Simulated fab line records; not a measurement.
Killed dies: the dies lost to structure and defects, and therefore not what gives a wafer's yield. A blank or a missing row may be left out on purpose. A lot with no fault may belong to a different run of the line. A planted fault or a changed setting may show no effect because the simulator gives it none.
Chamber matching | flow n5Finfet | N5_BEOL_M8_VIA_ETCH_34 on rieDiel-02 has 4 sister chambers
The step etches SiCOH lowk in C4F6/O2, target depth 125.5 nm, time 50.5 s. 4 wafers are shown with their chamber, then 9 later ones without.

## EACH WAFER AND ITS CHAMBER
wafer  | chamber | rfVppV (V)
L074.3 | 2       | 637
L089.6 | 0       | 667
L088.3 | 1       | 657
L088.6 | 3       | 682

## WAFERS WITHOUT THEIR CHAMBER
wafer  | rfVppV (V)
L096.2 | 657
L096.4 | 679
L096.6 | 637
L092.1 | 637
L092.2 | 655
L092.5 | 657
L097.2 | 682
L097.3 | 638
L097.5 | 681

## WHICH CHAMBER EACH ONE RAN IN
wafer  | from the rows above | in truth
L096.2 | 1                   | 1
L096.4 | 3                   | 3
L096.6 | 2                   | 2
L092.1 | 2                   | 2
L092.2 | 1                   | 1
L092.5 | 1                   | 1
L097.2 | 3                   | 3
L097.3 | 2                   | 2
L097.5 | 3                   | 3
Correct placement for 9 of the 9. Not placeable from these rows: 0. Wrongly placed: 0.
How it was worked out, from the rows above alone: a wafer's distance from a chamber is the root of the sum, over the readings, of the square of ((its reading less the chamber's mean) divided by the reading's scatter). If the next closest chamber is less than 2 further off than the closest, the wafer can't be placed; otherwise it belongs to the closest. A chamber's mean is the mean of its shown wafers. The scatter: with one shown wafer a chamber, the root of the mean of the squares of how far each hidden wafer lies from its nearest shown one.
